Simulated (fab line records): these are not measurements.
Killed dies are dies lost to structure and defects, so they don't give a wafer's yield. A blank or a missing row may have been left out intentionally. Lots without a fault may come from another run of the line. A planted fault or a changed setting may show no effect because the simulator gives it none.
Matching of chambers + flow nand harc + 3 sister chambers for NHARC_A_SGD_CUT_DEP_00 on pecvd-03
The step deposits SiNx, target thk 50 nm. 6 wafers are shown with their chamber, then 8 later ones without.

WAFERS PAIRED WITH THEIR CHAMBERS
| wafer  | chamber | heater power w (W) |
|--------|---------|--------------------|
| L112.5 | 1       | 650                |
| L108.6 | 1       | 591                |
| L118.1 | 0       | 711                |
| L118.3 | 2       | 719                |
| L118.6 | 0       | 728                |
| L125.2 | 2       | 778                |

WAFERS WITHOUT THEIR CHAMBER
| wafer  | heater power w (W) |
|--------|--------------------|
| L125.3 | 687                |
| L125.4 | 791                |
| L128.1 | 808                |
| L128.3 | 678                |
| L128.4 | 680                |
| L130.2 | 603                |
| L130.4 | 614                |
| L130.5 | 729                |

CHAMBER TAKEN BY EACH
| wafer  | from the rows above          | in truth |
|--------|------------------------------|----------|
| L125.3 | can't be placed: 0 or 2 or 1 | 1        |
| L125.4 | can't be placed: 2 or 0      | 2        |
| L128.1 | can't be placed: 2 or 0      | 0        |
| L128.3 | can't be placed: 0 or 1 or 2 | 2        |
| L128.4 | can't be placed: 0 or 1 or 2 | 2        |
| L130.2 | 1                            | 1        |
| L130.4 | 1                            | 1        |
| L130.5 | can't be placed: 0 or 2      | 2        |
Correct placement for 2 of the 8. Unplaceable from these rows: 6, with the true chamber sitting among the candidates in 6. Number placed wrongly: 0.
How it was worked out, from the rows above alone: a wafer's distance from a chamber is the root of the sum, over the readings, of the square of ((its reading less the chamber's mean) divided by the reading's scatter). If the next closest chamber is less than 2 further off than the closest, the wafer can't be placed; otherwise it belongs to the closest. Each chamber's mean is taken over the wafers shown for it. The scatter is the square root of a quotient: the sum, over the shown wafers, of each reading's squared deviation from its chamber's mean, divided by wafers minus chambers.
